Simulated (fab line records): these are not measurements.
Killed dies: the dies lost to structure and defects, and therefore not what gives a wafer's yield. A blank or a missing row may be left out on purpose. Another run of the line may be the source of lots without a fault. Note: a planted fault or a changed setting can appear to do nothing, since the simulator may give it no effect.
Which tool was responsible? -- flow nand-harc -- 18 wafers from 6 lots sampled at 3 of the route's 1302 steps

== WHAT THE GAUGES SHOWED, per wafer ==
NHARC_END_SORT_01.
lot,measured,on,killed-open
L673,day 25 20:31,prober-02,4 4 1
L672,day 26 04:46,prober-01,4 4 2
L681,day 29 11:10,prober-01,4 2 2
L685,day 30 19:56,prober-01,3 3 3
L690,day 32 20:59,prober-02,6 9 4
L691,day 33 09:37,prober-01,7 1 0

== WHICH TOOL RAN EACH LOT (tool, then ch and the chambers of the sampled wafers, then the start) ==
lot,NHARC_A_BLC_STRIP_29,NHARC_A_M0_SOFTBAKE_04
L673,"rie-diel-01 ch 0,2,3, day 23 23:53","litho-track-01 ch 0, day 24 02:00"
L672,"rie-diel-11 ch 0,1,3, day 24 09:33","litho-track-01 ch 0, day 24 11:00"
L681,"rie-diel-01 ch 0,1,3, day 27 19:01","litho-track-06 ch 0, day 27 21:00"
L685,"rie-diel-01 ch 0,2,3, day 29 00:58","litho-track-01 ch 0, day 29 03:00"
L690,"rie-diel-11 ch 0,1,2, day 30 18:49","litho-track-01 ch 0, day 30 21:00"
L691,"rie-diel-01 ch 0,1,2, day 31 12:32","litho-track-01 ch 0, day 31 14:00"
- NHARC_A_BLC_STRIP_29: strips in CF4.
- NHARC_A_M0_SOFTBAKE_04: time 55 s.

== THE ANSWER, worked out from the rows above alone ==
Rule: the lots themselves supply what counts as usual. The widest of any qualifying gaps counts: lots, ordered by their means at a reading, are off when they make up no more than a third of the lots, leave a main group of 4 or more, and stand apart from it by 3 or more times the standard deviation of that group's means. Not used: any main group whose means are identical at the precision the tables above print for the reading. A lot without any number at a reading at which 4 lots or more have one is off too. The other lots that the step has rows for count as sound.
Nothing can be told from this: no lot is off at any reading shown.

== WHAT THE SIMULATOR HAD INSERTED ==
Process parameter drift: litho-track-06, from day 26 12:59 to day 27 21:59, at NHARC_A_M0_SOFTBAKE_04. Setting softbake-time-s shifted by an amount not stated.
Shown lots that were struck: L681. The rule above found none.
